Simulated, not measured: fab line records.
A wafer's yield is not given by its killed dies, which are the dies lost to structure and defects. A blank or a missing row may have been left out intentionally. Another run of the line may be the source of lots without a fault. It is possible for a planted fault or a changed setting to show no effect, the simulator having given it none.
Lot-split experiment :: flow n5 finfet :: on a route of 1938 steps: 7 lots, 21 wafers read

== SPLIT DETAILS ==
At N5_BEOL_M4_COAT_68 (time 60 s, resist thk 12 nm), the setting spin rpm was moved away from the recipe's 1500 rpm on 7 of the 21 wafers read, by -3.6% to +11.0%. All remaining wafers had this setting at the recipe value.

== FROM THE SPLIT TO THE READING: what the file shows between them, 4 steps ==
- N5_BEOL_M4_COAT_76: time 60 s, resist thk 5 nm
- N5_BEOL_M4_COAT_22: resist thk 30 nm
- N5_BEOL_M4_DESCUM_33: chemistry O2, time 7 s
- N5_BEOL_M4_ETCH_77: etches underlayer in N2/H2, target depth 6.5 nm, time 5.2 s

== THE READING ==
etch.depth nm (the simulator's own value, which no gauge read), in nm, at N5_BEOL_M4_ETCH_69 (etches SiARC in CF4, target depth 15.6 nm, time 26 s). There is no usual value for it anywhere in the file. Average 12.03 nm, standard deviation 0.04 nm, over the 14 wafers here run with the recipe.

wafer: L080.1
tool, chamber at the split: litho track-05, 0
spin rpm as run, rpm: 1500
against the recipe: recipe
etch.depth nm, nm: 11.98
against lot-mates on the recipe: -

wafer: L080.2
tool, chamber at the split: litho track-05, 0
spin rpm as run, rpm: 1500
against the recipe: recipe
etch.depth nm, nm: 11.98
against lot-mates on the recipe: -

wafer: L080.3
tool, chamber at the split: litho track-05, 0
spin rpm as run, rpm: 1500
against the recipe: recipe
etch.depth nm, nm: 11.98
against lot-mates on the recipe: -

wafer: L081.2
tool, chamber at the split: litho track-04, 0
spin rpm as run, rpm: 1643
against the recipe: +9.5%
etch.depth nm, nm: 11.48
against lot-mates on the recipe: no lot-mate on the recipe

wafer: L081.6
tool, chamber at the split: litho track-04, 0
spin rpm as run, rpm: 1643
against the recipe: +9.5%
etch.depth nm, nm: 11.48
against lot-mates on the recipe: no lot-mate on the recipe

wafer: L081.5
tool, chamber at the split: litho track-04, 0
spin rpm as run, rpm: 1643
against the recipe: +9.5%
etch.depth nm, nm: 11.47
against lot-mates on the recipe: no lot-mate on the recipe

wafer: L083.4
tool, chamber at the split: litho track-04, 0
spin rpm as run, rpm: 1500
against the recipe: recipe
etch.depth nm, nm: 12.01
against lot-mates on the recipe: -

wafer: L083.5
tool, chamber at the split: litho track-04, 0
spin rpm as run, rpm: 1446
against the recipe: -3.6%
etch.depth nm, nm: 12.29
against lot-mates on the recipe: +0.27

wafer: L083.6
tool, chamber at the split: litho track-04, 0
spin rpm as run, rpm: 1500
against the recipe: recipe
etch.depth nm, nm: 12.04
against lot-mates on the recipe: -

wafer: L084.1
tool, chamber at the split: litho track-04, 0
spin rpm as run, rpm: 1500
against the recipe: recipe
etch.depth nm, nm: 12.09
against lot-mates on the recipe: -

wafer: L084.4
tool, chamber at the split: litho track-04, 0
spin rpm as run, rpm: 1500
against the recipe: recipe
etch.depth nm, nm: 12.08
against lot-mates on the recipe: -

wafer: L084.6
tool, chamber at the split: litho track-04, 0
spin rpm as run, rpm: 1500
against the recipe: recipe
etch.depth nm, nm: 12.06
against lot-mates on the recipe: -

wafer: L086.1
tool, chamber at the split: litho track-05, 0
spin rpm as run, rpm: 1500
against the recipe: recipe
etch.depth nm, nm: 11.99
against lot-mates on the recipe: -

wafer: L086.3
tool, chamber at the split: litho track-05, 0
spin rpm as run, rpm: 1665
against the recipe: +11.0%
etch.depth nm, nm: 11.42
against lot-mates on the recipe: -0.57

wafer: L086.5
tool, chamber at the split: litho track-05, 0
spin rpm as run, rpm: 1665
against the recipe: +11.0%
etch.depth nm, nm: 11.4
against lot-mates on the recipe: -0.59

wafer: L093.2
tool, chamber at the split: litho track-03, 0
spin rpm as run, rpm: 1500
against the recipe: recipe
etch.depth nm, nm: 12.02
against lot-mates on the recipe: -

wafer: L093.3
tool, chamber at the split: litho track-03, 0
spin rpm as run, rpm: 1634
against the recipe: +8.9%
etch.depth nm, nm: 11.47
against lot-mates on the recipe: -0.53

wafer: L093.5
tool, chamber at the split: litho track-03, 0
spin rpm as run, rpm: 1500
against the recipe: recipe
etch.depth nm, nm: 11.97
against lot-mates on the recipe: -

wafer: L095.3
tool, chamber at the split: litho track-04, 0
spin rpm as run, rpm: 1500
against the recipe: recipe
etch.depth nm, nm: 12.08
against lot-mates on the recipe: -

wafer: L095.4
tool, chamber at the split: litho track-04, 0
spin rpm as run, rpm: 1500
against the recipe: recipe
etch.depth nm, nm: 12.03
against lot-mates on the recipe: -

wafer: L095.6
tool, chamber at the split: litho track-04, 0
spin rpm as run, rpm: 1500
against the recipe: recipe
etch.depth nm, nm: 12.04
against lot-mates on the recipe: -

THE FIT
A straight line over all 21 wafers: etch.depth nm changes by -0.0582 nm for each +1% of spin rpm; r = -0.99; the points scatter about the line by 0.038 nm.
The same after taking each lot's own level away (the mean of its wafers on the recipe; 18 wafers): -0.0554 nm for each +1%; r = -0.99; scatter 0.025 nm.
On that fit, the largest move of spin rpm shifts the reading by 0.61 nm.
Across the lots, their own levels run from 11.980 to 12.077 nm, a range of 2.4 times the standard deviation given above.
The two slopes are in agreement: the lot-to-lot level therefore moves the slope only a little.
Check: -0.624 nm against its lot-mates is what the line predicts for one of the wafers moved furthest among these (+11.0%) when that wafer is left out of the fit. It came out at -0.57 nm against them.

== ADDITIONAL SPLITS CARRIED BY THESE WAFERS ==
These wafers also went through other splits before the reading. Each is held against what the fit with the lots' levels taken away leaves over:
other split on the same wafers: N5_BEOL_M3_VIA_ETCH_34 time s
wafers away from the commonest value: 7
r with etch.depth nm (lot level and that fit taken away): +0.12

other split on the same wafers: N5_BEOL_M3_ETCH_41 target depth a
wafers away from the commonest value: 7
r with etch.depth nm (lot level and that fit taken away): -0.29

other split on the same wafers: N5_BEOL_M4_COAT_67 spin rpm
wafers away from the commonest value: 4
r with etch.depth nm (lot level and that fit taken away): -0.16

== THE WHOLE CHAIN: every reading that the file lists as answering this split, in the file's order ==
step: N5_BEOL_M4_COAT_68
what it does: time 60 s, resist thk 12 nm
reading: SiARC_of_BEOL_M4_COAT_68.thk nm (the simulator's own value, which no gauge read)
change (the file's fit): -0.0593 nm for each +1% of the setting
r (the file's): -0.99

step: N5_BEOL_M4_ETCH_69
what it does: etches SiARC in CF4, target depth 15.6 nm, time 26 s
reading: etch.depth nm (the simulator's own value, which no gauge read)
change (the file's fit): -0.0558 nm for each +1% of the setting
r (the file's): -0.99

== THE FILE'S OWN FIT ==
etch.depth nm changes by -0.0558 nm for each +1% of spin rpm, r = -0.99.
